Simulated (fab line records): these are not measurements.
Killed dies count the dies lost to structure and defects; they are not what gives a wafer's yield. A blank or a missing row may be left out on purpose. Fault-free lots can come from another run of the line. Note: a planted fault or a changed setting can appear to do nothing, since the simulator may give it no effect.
A single fault, viewed from 2 desks | flow nand-harc | what lay behind the numbers comes last; until then each desk has only its own

## FROM THE METROLOGY DESK
Lot by lot, what the gauges showed, no matter which tool ran the lot: averages of those sampled wafers that carry a number. A lot is out of limits, marked OUT, if its mean lies more than 4 standard deviations from the usual mean; the brackets give that distance.
Columns: A = cd-nm at NHARC_THIN_TSV_CD_MEAS_37, usual 5003 nm
lot  | first seen here | A
L866 | day 25 02:04    | 5006
L867 | day 25 10:35    | 5004
L868 | day 25 11:43    | 5000
L870 | day 26 07:14    | 5007
L869 | day 26 08:14    | 5004
L872 | day 27 07:16    | 5006
L871 | day 27 11:19    | 5004
L874 | day 28 13:07    | 4999
L875 | day 28 14:17    | 5002
L876 | day 28 22:59    | 5002
L877 | day 30 04:56    | 5004
This desk's verdict: no lot among the 11 shows anything out of limits.

## FOR THE TOOL OWNER'S DESK: acl-dep-02
The tool's own readings at NHARC_A_CHANNEL_HOLE_D1_DEP_00 (deposits aC, target thk 3100 nm): means of the sampled wafers that have a number, for each lot that ran on this tool. A lot is out of limits, marked OUT, if its mean lies more than 4 standard deviations from the usual mean; the brackets give that distance.
Columns: A = throttle-valve-pct at NHARC_A_CHANNEL_HOLE_D1_DEP_00, usual 35.001 %
lot  | first seen here | A
L867 | day 9 15:07     | 35.005
L871 | day 11 18:28    | 35.001
L876 | day 13 09:07    | 35.005
L880 | day 15 02:52    | 35.006
L879 | day 15 04:44    | 34.988
L881 | day 15 13:29    | 35.003
This desk's verdict: no lot among the 6 shows anything out of limits.

## ALL TOGETHER
Nothing out of limits was seen by the metrology desk.
Nothing out of limits was seen by the tool owner's desk.

## WHAT THE SIMULATOR HAD INSERTED
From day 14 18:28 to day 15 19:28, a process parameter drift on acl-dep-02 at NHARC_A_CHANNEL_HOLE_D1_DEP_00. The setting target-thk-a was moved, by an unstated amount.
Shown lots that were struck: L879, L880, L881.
